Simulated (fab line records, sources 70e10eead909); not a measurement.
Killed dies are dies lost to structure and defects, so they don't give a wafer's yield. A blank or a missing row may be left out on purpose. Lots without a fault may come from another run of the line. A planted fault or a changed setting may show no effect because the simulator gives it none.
Which tool did it? | flow nand_harc | 12 lots, 36 wafers sampled, at 5 steps of a route of 1302

WHAT THE GAUGES READ, wafer by wafer
NHARC_A_STAIRCASE_INSPECT_155.
lot  | measured     | on                | raw_defect_count
L075 | day 19 10:43 | defect_inspect-01 | 394 413 359
L077 | day 20 08:53 | defect_inspect-02 | 452 384 525
L079 | day 20 17:36 | defect_inspect-02 | 374 460 458
L081 | day 21 20:44 | defect_inspect-01 | 332 349 328
L083 | day 22 23:27 | defect_inspect-01 | 290 361 370
L086 | day 23 23:19 | defect_inspect-01 | 464 362 407
L087 | day 24 09:48 | defect_inspect-02 | 373 394 335
L088 | day 25 06:09 | defect_inspect-02 | 493 410 385
L090 | day 26 05:30 | defect_inspect-02 | 403 465 489
L095 | day 27 09:23 | defect_inspect-01 | 310 507 390
L093 | day 27 11:59 | defect_inspect-01 | 315 572 521
L097 | day 29 00:07 | defect_inspect-02 | 447 304 378

WHICH TOOL RAN EACH LOT (tool, then ch and the chambers of the sampled wafers, then the start)
lot  | NHARC_A_STAIRCASE_ETCH_451                    | NHARC_A_STAIRCASE_ETCH_273                    | NHARC_A_STAIRCASE_HM_OPEN_460                 | NHARC_A_STAIRCASE_STRIP_295
L075 | rie_diel-01 ch 2,3, day 19 10:43 or earlier   | rie_diel-01 ch 1,2, day 19 10:43 or earlier   | rie_diel-10 ch 0,1, day 19 10:43 or earlier   | rie_diel-10 ch 2,3, day 19 10:43 or earlier
L077 | rie_diel-01 ch 0,2,3, day 17 23:08 or earlier | rie_diel-01 ch 1,2, day 17 23:08 or earlier   | rie_diel-05 ch 2,3, day 17 23:08 or earlier   | rie_diel-01 ch 2,3, day 17 23:08
L079 | rie_diel-01 ch 2,3, day 20 17:36 or earlier   | rie_diel-01 ch 0,1,3, day 20 17:36 or earlier | rie_diel-01 ch 1,2, day 20 17:36 or earlier   | rie_diel-01 ch 0,1,2, day 20 17:36 or earlier
L081 | rie_diel-10 ch 0,2,3, day 21 20:44 or earlier | rie_diel-10 ch 1,2,3, day 21 20:44 or earlier | rie_diel-05 ch 1,2, day 21 20:44 or earlier   | rie_diel-05 ch 0,3, day 21 20:44 or earlier
L083 | rie_diel-10 ch 0,1,3, day 22 23:27 or earlier | rie_diel-10 ch 0,1, day 22 23:27 or earlier   | rie_diel-05 ch 1,2,3, day 22 23:27 or earlier | rie_diel-05 ch 1,2, day 22 23:27 or earlier
L086 | rie_diel-01 ch 0,2,3, day 23 23:19 or earlier | rie_diel-01 ch 0,1,2, day 23 23:19 or earlier | rie_diel-01 ch 0,2,3, day 23 23:19 or earlier | rie_diel-01 ch 0,2,3, day 23 23:19 or earlier
L087 | rie_diel-01 ch 1,2,3, day 24 09:48 or earlier | rie_diel-01 ch 0,1, day 24 09:48 or earlier   | rie_diel-05 ch 0,1, day 24 09:48 or earlier   | rie_diel-05 ch 1,2,3, day 24 09:48 or earlier
L088 | rie_diel-05 ch 0,1,2, day 25 06:09 or earlier | rie_diel-05 ch 0,2,3, day 25 06:09 or earlier | rie_diel-05 ch 1,2,3, day 25 06:09 or earlier | rie_diel-05 ch 1,2,3, day 25 06:09 or earlier
L090 | rie_diel-10 ch 0,2, day 26 05:30 or earlier   | rie_diel-10 ch 0,3, day 26 05:30 or earlier   | rie_diel-01 ch 0,1, day 26 05:30 or earlier   | rie_diel-01 ch 2,3, day 26 05:30 or earlier
L095 | rie_diel-01 ch 0,1,2, day 27 09:23 or earlier | rie_diel-01 ch 0,2,3, day 27 09:23 or earlier | rie_diel-10 ch 0,3, day 27 09:23 or earlier   | rie_diel-10 ch 0,1,3, day 27 09:23 or earlier
L093 | rie_diel-01 ch 0,3, day 27 11:59 or earlier   | rie_diel-01 ch 0,1, day 27 11:59 or earlier   | rie_diel-01 ch 1,2, day 27 11:59 or earlier   | rie_diel-01 ch 1,2,3, day 27 11:59 or earlier
L097 | rie_diel-01 ch 1,2,3, day 29 00:07 or earlier | rie_diel-01 ch 0,1,3, day 29 00:07 or earlier | rie_diel-05 ch 1,2,3, day 29 00:07 or earlier | rie_diel-05 ch 1,2,3, day 29 00:07 or earlier
- NHARC_A_STAIRCASE_ETCH_451: etches the open film in CF4/O2, target depth 30 nm, overetch 3 nm, time 16.5 s.
- NHARC_A_STAIRCASE_ETCH_273: etches the open film in C4F8/O2/Ar, target depth 10200 nm, time 2468.6 s.
- NHARC_A_STAIRCASE_HM_OPEN_460: chemistry O2/COS.
- NHARC_A_STAIRCASE_STRIP_295: strips in O2.

THE ANSWER, worked out from the rows above alone
Rule: what is usual is taken from the lots themselves. Put in order of their means at a reading, lots are off if they are a third of the lots or fewer, leave a main group of 4 or more, and stand apart from it by a gap of 3 or more times the standard deviation of the main group's means; of several such gaps the widest counts. A main group whose means are all the same, to the digits that the tables above print for the reading, isn't used. A lot without any number at a reading at which 4 lots or more have one is off too. The other lots that the step has rows for count as sound.
No lot is off at any reading shown: from this, nothing can be told.

WHAT THE SIMULATOR HAD PUT IN
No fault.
